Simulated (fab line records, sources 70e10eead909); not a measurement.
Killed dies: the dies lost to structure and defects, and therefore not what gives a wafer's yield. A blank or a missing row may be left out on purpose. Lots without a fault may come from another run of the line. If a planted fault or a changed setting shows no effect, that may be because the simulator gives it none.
Problem report in the 8D (eight disciplines) form, filled by code -- flow nandHarc -- the parts of the form that need people (team, actions taken, sign-off) are left out

## 1. THE ISSUE
At NHARC_END_SORT_01, killedAtArray averages 99 over 2 wafers from 2 lots, while fault-free wafers read 27, standard deviation 11. Relative to the usual mean, that is a shift of +6.5 standard deviations.
First observed at day 24 01:47: wafer L117.3, on prober-01. At this step, 8 wafers from 3 lots have a number in the record. The rule behind "out" and "out of limits": a value lying over 4 standard deviations away from the usual mean. The other wafers with a number count as sound.

## 2. WHAT IT IS, WHAT IT ISN'T
question,is,is not
which readings at this step,"killedAtArray, killedDies","killedAtOther, killedAtPeriphery, killedOpen, killedShort"
which lots,"L117, L118",L108
which wafers of those lots,"L117.3, L118.3","L117.2, L117.5, L118.5, L118.6"
read on which gauges,prober-01,-
when,from day 24 01:47,"up to then (3 sound wafers); but 3 sound wafers of L117, L118 came after"

## 3. SUSPECTS, AND WHAT RULES EACH OUT
Counting: any tool at a process step up to the reading remains a suspect provided it ran every lot that is out. Sound lots after the first of them don't rule it out here, since some wafers of a struck lot are sound.
- the gauge at NHARC_END_SORT_01: kept. All the wafers that are out were read on prober-01, and no step on other tools shows them out.
- rieDiel-03 at NHARC_A_CONTACT_ETCH_91 (etches the open film in CH3F/O2, target depth 40 nm, time 85.7 s): kept. Ran every lot that is out, first one L117 (day 21 02:53); last sound lot up to then L108 (day 18 21:20).
- pvdSputter-03 at NHARC_THIN_TSV_DEGAS_49 (time 120 s): kept. Ran every lot that is out, first one L117 (day 23 11:28); last sound lot up to then L108 (day 21 02:35).
- In rieDiel-03 at NHARC_A_CONTACT_ETCH_91, the wafers that are out were processed in chamber 3 and their sound lot-mates in chambers 1, 2.
After the count, these remain: rieDiel-03 at NHARC_A_CONTACT_ETCH_91, pvdSputter-03 at NHARC_THIN_TSV_DEGAS_49 and prober-01 at NHARC_END_SORT_01.

## 4. THE CAUSE (what the simulator had put in)
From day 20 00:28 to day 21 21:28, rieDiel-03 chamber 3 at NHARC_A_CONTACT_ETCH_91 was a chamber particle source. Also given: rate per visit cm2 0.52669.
3 suspects survive the count, and this tool is in that group.

## 5. SEQUENCE OF EFFECTS, ordered by route
Each row: a reading where the mean over the struck wafers with a number is more than 3 standard deviations away from the usual. Only readings for which the record gives a usual standard deviation are gone through. hours: the time from each lot's start at the first step in this table that gives one to its start at this step, as a median over the lots. sigmas: the change in usual standard deviations.
hours,step,reading,usual,on struck wafers,change,sigmas
0,NHARC_END_SORT_01,killedAtArray,27,99,+72,+6.5
0,NHARC_END_SORT_01,killedDies,32,100,+68,+6.2

## 6. WHAT WOULD HAVE CAUGHT IT SOONER
In this record the first reading out of limits at a measuring or inspecting step was taken at day 24 01:47, 97 hours after the fault began at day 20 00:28.
Of the tool readings at NHARC_A_CONTACT_ETCH_91 for which the record gives a usual standard deviation, none was out on any struck wafer, so an alarm limit of 4 standard deviations on them would not have fired.
By day 24 01:47, every lot that is out (2) had started NHARC_A_CONTACT_ETCH_91 on rieDiel-03. A hold on the tool at that time would have spared none of them.
